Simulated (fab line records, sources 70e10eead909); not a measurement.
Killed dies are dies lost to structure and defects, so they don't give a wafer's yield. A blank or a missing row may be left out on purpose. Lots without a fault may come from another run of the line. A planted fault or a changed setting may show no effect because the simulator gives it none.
A struck lot beside a sound one | flow nand_harc | 15 steps out of a route of 1159
Sound: wafers L893.1, L893.2, L893.4. Struck: wafers L885.1, L885.3, L885.4. The cause comes at the end.
At each step with rows: each side's tool, then ch and its chambers, then its first start. Under that, the readings that differ: sound wafers | struck wafers | difference of the means | sigmas: that difference in standard deviations of wafers without a fault.
alike: readings whose means differ by less than 2 such deviations, and words and numbers that are the same on both sides. not compared: withheld readings, readings that some wafer has no value for, bounds like >300 that may hide the same value, and numbers for which the record gives no deviation and whose values overlap.
The two part at a step that has a row with sigmas, a row that says differs or no value, or rows on one side only. Numbers that don't overlap but have no deviation are shown without sigmas and don't part them. A reading that every wafer of one side lacks parts them only if that side has two wafers or more.

NHARC_A_CONTACT_ETCH_138: etches the open film in C4F8/O2/Ar, time 132 s, target depth 1289 nm.
  sound on har_cap_etch-02 ch 0,1, day 20 16:31; struck on har_cap_etch-03 ch 0,1, day 19 10:33
  not compared: rf_hours_counter_h
then, 1 step without rows for these wafers: NHARC_A_CONTACT_ETCH_139 (etches the open film in C4F8/O2/Ar, time 137 s, target depth 590 nm).
NHARC_A_CONTACT_ETCH_92: etches the open film in CH3F/O2, target depth 40 nm, time 85.7 s.
  sound on rie_diel-09 ch 0,1,2, day 20 17:03; struck on rie_diel-10 ch 0,1,3, day 19 11:04
  alike: drypump_motor_current_A, o2_flow_sccm, oes_product_au, rf_hours_counter_h, rf_vpp_V, showerhead_plenum_p_Torr, throttle_valve_pct
NHARC_A_CONTACT_ETCH_98: etches the open film in C4F6/O2, target depth 20 nm, time 10 s.
  sound on rie_diel-09 ch 0,1,2; struck on rie_diel-10 ch 0,2,3
  alike: drypump_motor_current_A, o2_flow_sccm, oes_product_au, rf_hours_counter_h, rf_vpp_V, showerhead_plenum_p_Torr, throttle_valve_pct
NHARC_A_CONTACT_CD_MEAS_15:
  sound on cd_sem-01, day 20 17:19; struck on cd_sem-03, day 19 11:17
  alike: cd_nm
then, 4 steps without rows for these wafers: NHARC_A_CONTACT_STRIP_107 (strips in N2/H2); NHARC_A_CONTACT_STRIP_108 (strips in CF4/CHF3); NHARC_A_CONTACT_STRIP_109 (strips in O2/COS); NHARC_A_CONTACT_ETCH_110 (etches the open film in CF4/O2, target depth 50 nm, overetch 5 nm, time 27.5 s).
NHARC_A_CONTACT_STRIP_26: strips in O2.
  sound on rie_diel-09 ch 0,1,2; struck on rie_diel-10 ch 0,1,3
  alike: drypump_motor_current_A, o2_flow_sccm, oes_product_au, rf_hours_counter_h, rf_vpp_V, showerhead_plenum_p_Torr, throttle_valve_pct
then, 1 step without rows for these wafers: NHARC_A_CONTACT_STRIP_27 (strips in post etch residue remover, time 600 s).
NHARC_A_CONTACT_ALD_18: deposits TiN, target thk 3 nm, pulse time 1 s, ald cycles 150.
  sound on ald_metal-04 ch 0,1,2, day 20 18:16; struck on ald_metal-03 ch 0,1,3, day 19 12:18
  alike: heater_power_w, precursor_pulse_height_rel
NHARC_A_CONTACT_CVD_19: deposits W, target thk 300 nm, time 802 s.
  sound on cvd_w-01 ch 0,1, day 20 18:28; struck on cvd_w-01 ch 0,1, day 19 14:06
  alike: heater_power_w, throttle_valve_pct
NHARC_A_CONTACT_CMP_20: polishes, t overpolish 30 s, target thk 300 nm.
  sound on cmp-03 ch 0,1,3, day 20 19:21; struck on cmp-03 ch 1,2,3, day 19 15:06
  reading                | sound    | struck      | difference | sigmas
  time_to_endpoint_s (s) | 55 60 60 | 112 114 121 | +57        | +14
  alike: motor_current_A, overpolish_run_s
NHARC_END_SORT_01:
  the record has rows for the sound wafers here (prober-01 ch 0, day 22 19:39) and none for the struck ones

WHERE THEY PART
First at NHARC_A_CONTACT_CMP_20; last, within this record, at NHARC_END_SORT_01.

WHY: what the simulator had put in
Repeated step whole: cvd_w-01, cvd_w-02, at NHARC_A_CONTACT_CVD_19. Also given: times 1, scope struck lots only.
